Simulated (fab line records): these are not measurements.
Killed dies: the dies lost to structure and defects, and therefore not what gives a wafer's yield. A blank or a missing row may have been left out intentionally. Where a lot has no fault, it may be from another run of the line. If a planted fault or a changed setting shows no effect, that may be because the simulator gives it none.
A single fault, viewed from 3 desks ; flow n5 finfet ; each desk holds nothing but its own numbers, with what lay behind them at the end

== DESK OF THE TOOL OWNER: pecvd-04 ==
The tool's own readings at N5_BEOL_M13_ILD_DEP_00 (deposits SiOC from DEMS/O2, target thk 837.92 nm, time 166.4 s): means of the sampled wafers that have a number, for each lot that ran on this tool. If a lot's mean is further than 4 standard deviations from the usual mean, the lot is out of limits and carries the mark OUT (the distance appears in the brackets).
Columns: A = heater power w at N5_BEOL_M13_ILD_DEP_00, usual 445 W; B = rf fwd power W at N5_BEOL_M13_ILD_DEP_00, usual 498.2 W; C = run length s at N5_BEOL_M13_ILD_DEP_00, usual 211.5 s; D = showerhead plenum p Torr at N5_BEOL_M13_ILD_DEP_00, usual 5.689 Torr; E = throttle valve pct at N5_BEOL_M13_ILD_DEP_00, usual 11.9 %
lot;first seen here;A;B;C;D;E
L954;day 11 23:59;451;497.5;212.1;5.681;11.1
L957;day 12 07:47;466;497.9;211.9;5.666;11.4
L960;day 13 14:29;436;498.1;272.8 (+99 or more) OUT;5.673;11.3
L962;day 13 23:41;418;497.6;242.1 (+62) OUT;5.693;11.5
L973;day 16 14:22;436;497.9;211.7;5.689;11.4
L974;day 16 15:58;442;498.5;211.7;5.684;11.3
This desk finds L960, L962 out of limits, L960 being first, at day 13 14:29 (run length s at N5_BEOL_M13_ILD_DEP_00). Within limits: L954, L957, L973, L974.

== AT THE METROLOGY DESK ==
Means of the sampled wafers that have a number, per lot and without regard to the tool the lot ran on: this is what the gauges read. If a lot's mean is further than 4 standard deviations from the usual mean, the lot is out of limits and carries the mark OUT (the distance appears in the brackets).
Columns: A = M13_ILD_THK at N5_BEOL_M13_THK_MEAS_01, usual 838 nm; B = cd nm at N5_BEOL_M13_CD_MEAS_17, usual 189.7 nm
lot;first seen here;A;B
L954;day 12 00:08;833;189.3
L957;day 12 07:56;819;187.7
L960;day 13 14:38;1137 (+30) OUT;196.1 (+4.0) OUT
L962;day 13 23:50;987 (+15) OUT;192.1
L971;day 15 17:39;835;188.6
L973;day 16 14:31;847;189.3
L974;day 16 16:03;853;189.7
L976;day 17 23:42;842;190.4
This desk's result: L960, L962 out of limits, first on L960 (M13_ILD_THK at N5_BEOL_M13_THK_MEAS_01), day 13 14:38. Within limits: L954, L957, L971, L973, L974, L976.

== THE DEFECT DESK ==
Lot by lot, what the route's inspections counted, given as the mean of those sampled wafers with a number. If a lot's mean is further than 4 standard deviations from the usual mean, the lot is out of limits and carries the mark OUT (the distance appears in the brackets).
Columns: A = raw defect count at N5_BEOL_M13_INSPECT_12, usual 2.1
lot;first seen here;A
L954;day 12 00:39;4.0
L957;day 12 08:18;2.3
L960;day 13 15:00;2.3
L962;day 14 00:11;2.0
L971;day 15 18:00;1.7
L973;day 16 15:00;1.7
L974;day 16 16:32;2.0
L976;day 18 00:11;2.3
Result from this desk: across the 8 lots, nothing is out of limits.

== BROUGHT TOGETHER ==
On L960, L962, at day 13 14:29, an alarm was possible from the tool owner's desk.
The metrology desk could have raised an alarm at day 13 14:38, on L960, L962.
Nothing out of limits was seen by the defect desk.
The defect desk has L960, L962 on record, within its limits.
On pecvd-04, each named lot ran N5_BEOL_M13_ILD_DEP_00.

== WHAT THE SIMULATOR HAD INSERTED ==
pecvd-04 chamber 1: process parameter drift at N5_BEOL_M13_ILD_DEP_00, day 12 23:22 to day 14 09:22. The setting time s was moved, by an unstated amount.
Struck lots among those shown: L960, L962.
Time in hours from fault onset to the first out-of-limits reading at each desk: tool owner's desk 15, metrology desk 15.
